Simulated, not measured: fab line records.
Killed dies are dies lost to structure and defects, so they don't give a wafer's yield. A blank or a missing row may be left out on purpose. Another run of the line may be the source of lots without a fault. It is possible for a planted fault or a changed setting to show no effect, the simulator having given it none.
Chamber matching ; flow n5Finfet ; 3 sister chambers for N5_BEOL_M10_DEP_56 on pecvd-03
The step deposits SiCN from 3MS/NH3, target thk 15 nm, time 26.5 s. 6 wafers are shown with their chamber, then 9 later ones without.

## WAFERS, EACH WITH ITS CHAMBER
wafer;chamber;throttleValvePct (%);showerheadPlenumPTorr (Torr)
L080.1;1;9.5;3.657
L089.2;1;9.6;3.658
L090.5;2;8.1;3.685
L088.1;0;9.3;3.656
L088.3;2;8.3;3.672
L088.6;0;9.2;3.653

## WAFERS WITHOUT THEIR CHAMBER
wafer;throttleValvePct (%);showerheadPlenumPTorr (Torr)
L091.1;8.0;3.674
L091.2;9.4;3.654
L091.6;9.5;3.658
L095.2;9.2;3.660
L095.5;9.5;3.659
L095.6;8.4;3.681
L097.2;9.3;3.658
L097.3;8.4;3.674
L097.6;9.8;3.655

## CHAMBER TAKEN BY EACH
wafer;from the rows above;in truth
L091.1;2;2
L091.2;can't be placed: 0 or 1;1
L091.6;1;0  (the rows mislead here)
L095.2;0;0
L095.5;1;1
L095.6;2;2
L097.2;can't be placed: 0 or 1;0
L097.3;2;2
L097.6;1;1
6 of 9 placed correctly. Not placeable from these rows: 2 (in 2, the candidates include the true chamber). 1 placed wrongly.
How it was worked out, from the rows above alone: a wafer's distance from a chamber is the root of the sum, over the readings, of the square of ((its reading less the chamber's mean) divided by the reading's scatter). If the next closest chamber is less than 2 further off than the closest, the wafer can't be placed; otherwise it belongs to the closest. The mean given for a chamber averages the wafers shown for that chamber. The scatter: take each reading less its chamber's mean, square it, sum over the shown wafers, divide by the number of wafers less the number of chambers, and take the root.
